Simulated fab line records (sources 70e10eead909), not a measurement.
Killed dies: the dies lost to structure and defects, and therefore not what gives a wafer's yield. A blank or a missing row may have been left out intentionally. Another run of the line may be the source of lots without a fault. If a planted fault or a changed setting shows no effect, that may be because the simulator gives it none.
Matching of chambers || flow nand_harc || 4 sister chambers for NHARC_A_STAIRCASE_STRIP_476 on rie_diel-04
The step strips in O2, time 20 s. 22 wafers are shown with their chamber, then 11 later ones without.

== WAFERS, EACH WITH ITS CHAMBER ==
{"wafer": "L078.3", "chamber": 1, "drypump_motor_current_A (A)": 5.0, "showerhead_plenum_p_Torr (Torr)": 3.50, "rf_vpp_V (V)": 57.5}
{"wafer": "L078.4", "chamber": 1, "drypump_motor_current_A (A)": 5.0, "showerhead_plenum_p_Torr (Torr)": 3.50, "rf_vpp_V (V)": 58.4}
{"wafer": "L078.5", "chamber": 2, "drypump_motor_current_A (A)": 5.3, "showerhead_plenum_p_Torr (Torr)": 3.50, "rf_vpp_V (V)": 58.8}
{"wafer": "L083.2", "chamber": 3, "drypump_motor_current_A (A)": 6.7, "showerhead_plenum_p_Torr (Torr)": 3.38, "rf_vpp_V (V)": 57.4}
{"wafer": "L083.4", "chamber": 0, "drypump_motor_current_A (A)": 5.9, "showerhead_plenum_p_Torr (Torr)": 3.60, "rf_vpp_V (V)": 57.0}
{"wafer": "L083.5", "chamber": 1, "drypump_motor_current_A (A)": 5.0, "showerhead_plenum_p_Torr (Torr)": 3.49, "rf_vpp_V (V)": 57.5}
{"wafer": "L086.1", "chamber": 0, "drypump_motor_current_A (A)": 6.0, "showerhead_plenum_p_Torr (Torr)": 3.59, "rf_vpp_V (V)": 58.1}
{"wafer": "L086.2", "chamber": 3, "drypump_motor_current_A (A)": 6.7, "showerhead_plenum_p_Torr (Torr)": 3.37, "rf_vpp_V (V)": 58.3}
{"wafer": "L086.4", "chamber": 1, "drypump_motor_current_A (A)": 5.0, "showerhead_plenum_p_Torr (Torr)": 3.49, "rf_vpp_V (V)": 57.6}
{"wafer": "L091.2", "chamber": 0, "drypump_motor_current_A (A)": 5.9, "showerhead_plenum_p_Torr (Torr)": 3.59, "rf_vpp_V (V)": 57.3}
{"wafer": "L091.4", "chamber": 3, "drypump_motor_current_A (A)": 6.7, "showerhead_plenum_p_Torr (Torr)": 3.37, "rf_vpp_V (V)": 56.6}
{"wafer": "L091.6", "chamber": 2, "drypump_motor_current_A (A)": 5.4, "showerhead_plenum_p_Torr (Torr)": 3.49, "rf_vpp_V (V)": 58.9}
{"wafer": "L094.4", "chamber": 2, "drypump_motor_current_A (A)": 5.4, "showerhead_plenum_p_Torr (Torr)": 3.48, "rf_vpp_V (V)": 57.5}
{"wafer": "L094.5", "chamber": 2, "drypump_motor_current_A (A)": 5.4, "showerhead_plenum_p_Torr (Torr)": 3.48, "rf_vpp_V (V)": 58.2}
{"wafer": "L094.6", "chamber": 3, "drypump_motor_current_A (A)": 6.7, "showerhead_plenum_p_Torr (Torr)": 3.37, "rf_vpp_V (V)": 56.8}
{"wafer": "L094.1", "chamber": 3, "drypump_motor_current_A (A)": 6.7, "showerhead_plenum_p_Torr (Torr)": 3.37, "rf_vpp_V (V)": 57.7}
{"wafer": "L094.2", "chamber": 1, "drypump_motor_current_A (A)": 5.0, "showerhead_plenum_p_Torr (Torr)": 3.48, "rf_vpp_V (V)": 57.7}
{"wafer": "L094.3", "chamber": 0, "drypump_motor_current_A (A)": 5.9, "showerhead_plenum_p_Torr (Torr)": 3.59, "rf_vpp_V (V)": 58.1}
{"wafer": "L095.1", "chamber": 3, "drypump_motor_current_A (A)": 6.7, "showerhead_plenum_p_Torr (Torr)": 3.37, "rf_vpp_V (V)": 56.0}
{"wafer": "L095.2", "chamber": 0, "drypump_motor_current_A (A)": 5.9, "showerhead_plenum_p_Torr (Torr)": 3.59, "rf_vpp_V (V)": 58.2}
{"wafer": "L095.3", "chamber": 1, "drypump_motor_current_A (A)": 5.0, "showerhead_plenum_p_Torr (Torr)": 3.48, "rf_vpp_V (V)": 57.5}
{"wafer": "L095.4", "chamber": 2, "drypump_motor_current_A (A)": 5.4, "showerhead_plenum_p_Torr (Torr)": 3.48, "rf_vpp_V (V)": 58.0}

SIGNATURES, as means of the wafers listed above
{"reading": "drypump_motor_current_A", "chamber 0": 5.920, "chamber 1": 5.000, "chamber 2": 5.380, "chamber 3": 6.700, "scatter within a chamber": 0.0298}
{"reading": "showerhead_plenum_p_Torr", "chamber 0": 3.5920, "chamber 1": 3.4900, "chamber 2": 3.4860, "chamber 3": 3.3717, "scatter within a chamber": 0.00701}
{"reading": "rf_vpp_V", "chamber 0": 57.740, "chamber 1": 57.700, "chamber 2": 58.280, "chamber 3": 57.133, "scatter within a chamber": 0.606}
Rule: for each reading, subtract the chamber's mean from the wafer's reading, divide by that reading's scatter and square the result; add these up over the readings and take the root, which gives the wafer's distance from the chamber. If the next closest chamber is less than 2 further off than the closest, the wafer can't be placed; otherwise it belongs to the closest. The scatter: the root of (the sum of the squares of (reading less its chamber's mean) over the shown wafers, divided by (wafers less chambers)).

== WAFERS MISSING THEIR CHAMBER ==
{"wafer": "L095.5", "drypump_motor_current_A (A)": 5.0, "showerhead_plenum_p_Torr (Torr)": 3.48, "rf_vpp_V (V)": 57.2}
{"wafer": "L095.6", "drypump_motor_current_A (A)": 5.9, "showerhead_plenum_p_Torr (Torr)": 3.59, "rf_vpp_V (V)": 57.9}
{"wafer": "L097.3", "drypump_motor_current_A (A)": 6.7, "showerhead_plenum_p_Torr (Torr)": 3.36, "rf_vpp_V (V)": 57.0}
{"wafer": "L097.4", "drypump_motor_current_A (A)": 5.0, "showerhead_plenum_p_Torr (Torr)": 3.48, "rf_vpp_V (V)": 57.7}
{"wafer": "L097.6", "drypump_motor_current_A (A)": 5.4, "showerhead_plenum_p_Torr (Torr)": 3.48, "rf_vpp_V (V)": 58.9}
{"wafer": "L096.1", "drypump_motor_current_A (A)": 6.7, "showerhead_plenum_p_Torr (Torr)": 3.36, "rf_vpp_V (V)": 56.9}
{"wafer": "L096.2", "drypump_motor_current_A (A)": 5.0, "showerhead_plenum_p_Torr (Torr)": 3.48, "rf_vpp_V (V)": 56.0}
{"wafer": "L096.3", "drypump_motor_current_A (A)": 5.9, "showerhead_plenum_p_Torr (Torr)": 3.58, "rf_vpp_V (V)": 59.3}
{"wafer": "L096.4", "drypump_motor_current_A (A)": 5.4, "showerhead_plenum_p_Torr (Torr)": 3.48, "rf_vpp_V (V)": 56.9}
{"wafer": "L096.5", "drypump_motor_current_A (A)": 5.4, "showerhead_plenum_p_Torr (Torr)": 3.48, "rf_vpp_V (V)": 57.6}
{"wafer": "L096.6", "drypump_motor_current_A (A)": 6.7, "showerhead_plenum_p_Torr (Torr)": 3.36, "rf_vpp_V (V)": 58.1}

== CHAMBER TAKEN BY EACH ==
{"wafer": "L095.5", "from the rows above": 1, "in truth": 1}
{"wafer": "L095.6", "from the rows above": 0, "in truth": 0}
{"wafer": "L097.3", "from the rows above": 3, "in truth": 3}
{"wafer": "L097.4", "from the rows above": 1, "in truth": 1}
{"wafer": "L097.6", "from the rows above": 2, "in truth": 2}
{"wafer": "L096.1", "from the rows above": 3, "in truth": 3}
{"wafer": "L096.2", "from the rows above": 1, "in truth": 1}
{"wafer": "L096.3", "from the rows above": 0, "in truth": 0}
{"wafer": "L096.4", "from the rows above": 2, "in truth": 2}
{"wafer": "L096.5", "from the rows above": 2, "in truth": 2}
{"wafer": "L096.6", "from the rows above": 3, "in truth": 3}
11 of 11 placed correctly. Not placeable from these rows: 0. Wrongly placed: 0.
